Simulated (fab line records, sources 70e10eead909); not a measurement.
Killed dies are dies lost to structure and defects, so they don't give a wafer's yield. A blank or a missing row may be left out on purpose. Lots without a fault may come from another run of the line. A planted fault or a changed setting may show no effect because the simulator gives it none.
Problem report in the 8D (eight disciplines) form, filled by code | flow nand_harc | the parts of the form that need people (team, actions taken, sign-off) are left out

1. THE PROBLEM
cd_nm at NHARC_P_M0_CD_MEAS_09 reads a mean of 97.3 nm on 6 wafers of 2 lots; wafers without a fault read 90.1 nm with a standard deviation of 0.55. That is +13 standard deviations from the usual mean.
The step: target cd 90 nm.
First seen on wafer L604.1, day 10 15:53, on cd_sem-02. The record holds 33 wafers of 11 lots with a number at this step. Rule for "out", or "out of limits": more than 4 standard deviations from the usual mean. The other wafers with a number count as sound.

2. WHAT IT IS AND WHAT IT IS NOT
question                    | is                     | is not
which readings at this step | cd_nm                  | -
which lots                  | L604, L606             | L587, L588, L589, L592, L594, L595, L599, L602, L607
which wafers of those lots  | all that have a number | -
read on which gauges        | cd_sem-01, cd_sem-02   | cd_sem-03
when                        | from day 10 15:53      | up to then (24 sound wafers); but 3 sound wafers of L607 came after

3. SUSPECTS, AND WHAT RULES EACH OUT
Counting: a tool at a process step up to the reading stays a suspect if it ran every lot that is out and no sound lot after the first of them.
- the gauge at NHARC_P_M0_CD_MEAS_09: ruled out. The wafers that are out were read on 2 gauges (cd_sem-01, cd_sem-02).
- rie_diel-05 at NHARC_P_CONTACT_ETCH_18 (etches the open film in C4F8/O2/Ar, target depth 481 nm, time 240.5 s): kept. It ran every lot that is out, first L604 (day 10 10:47), and no sound lot after that. NHARC_P_CONTACT_ETCH_18 gives no start for some lots, so the hours and the order of its lots are those of NHARC_P_CONTACT_DEGAS_38.
- litho_track-04 at NHARC_P_M0_PEB_07 (peb time 65 s): kept. It ran every lot that is out, first L604 (day 10 15:48), and no sound lot after that; its last sound lot up to then is L602 (day 10 07:53). Its own readings are out on those wafers: heater_power_total_W, plate_temp_C.
Left after counting: rie_diel-05 at NHARC_P_CONTACT_ETCH_18, litho_track-04 at NHARC_P_M0_PEB_07.

4. THE CAUSE (what the simulator had put in)
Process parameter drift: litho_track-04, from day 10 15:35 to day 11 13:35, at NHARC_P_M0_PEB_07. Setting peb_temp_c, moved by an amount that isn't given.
Counting left 2 suspects, and this tool is among them.

5. THE CHAIN OF EFFECTS, in route order
Each row: a reading whose mean over the struck wafers that have a number lies more than 3 standard deviations from the usual. Only readings for which the record gives a usual standard deviation are gone through. hours: the time from each lot's start at the first step in this table that gives one to its start at this step, as a median over the lots. sigmas: the change in usual standard deviations.
hours | step                  | reading              | usual    | on struck wafers | change | sigmas
0     | NHARC_P_M0_PEB_07     | heater_power_total_W | 156.6 W  | 160.7            | +4.1   | +9.2
0     | NHARC_P_M0_PEB_07     | plate_temp_C         | 100.01 C | 101.91           | +1.90  | +15
0     | NHARC_P_M0_CD_MEAS_09 | cd_nm                | 90.1 nm  | 97.3             | +7.2   | +13
1     | NHARC_P_M0_CD_MEAS_16 | cd_nm                | 90.2 nm  | 97.8             | +7.6   | +9.1
The process steps in it:
- NHARC_P_M0_PEB_07: peb time 65 s.
Later measuring or inspecting steps at which every struck wafer that the step has a row for has a number for every such reading, and none has moved that far: NHARC_P_M0_INSPECT_11.

6. WHAT WOULD HAVE CAUGHT IT SOONER
In this record the first reading out of limits at a measuring or inspecting step was taken at day 10 15:53, 0 hours after the fault began at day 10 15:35.
The tool's own readings at NHARC_P_M0_PEB_07 were out on every struck wafer that the step has a row for (heater_power_total_W, plate_temp_C): an alarm limit on them would have fired on the first of those.
Of the lots that are out (2), L606 began NHARC_P_M0_PEB_07 on litho_track-04 after day 10 15:53. A hold on the tool at that time would have spared it.
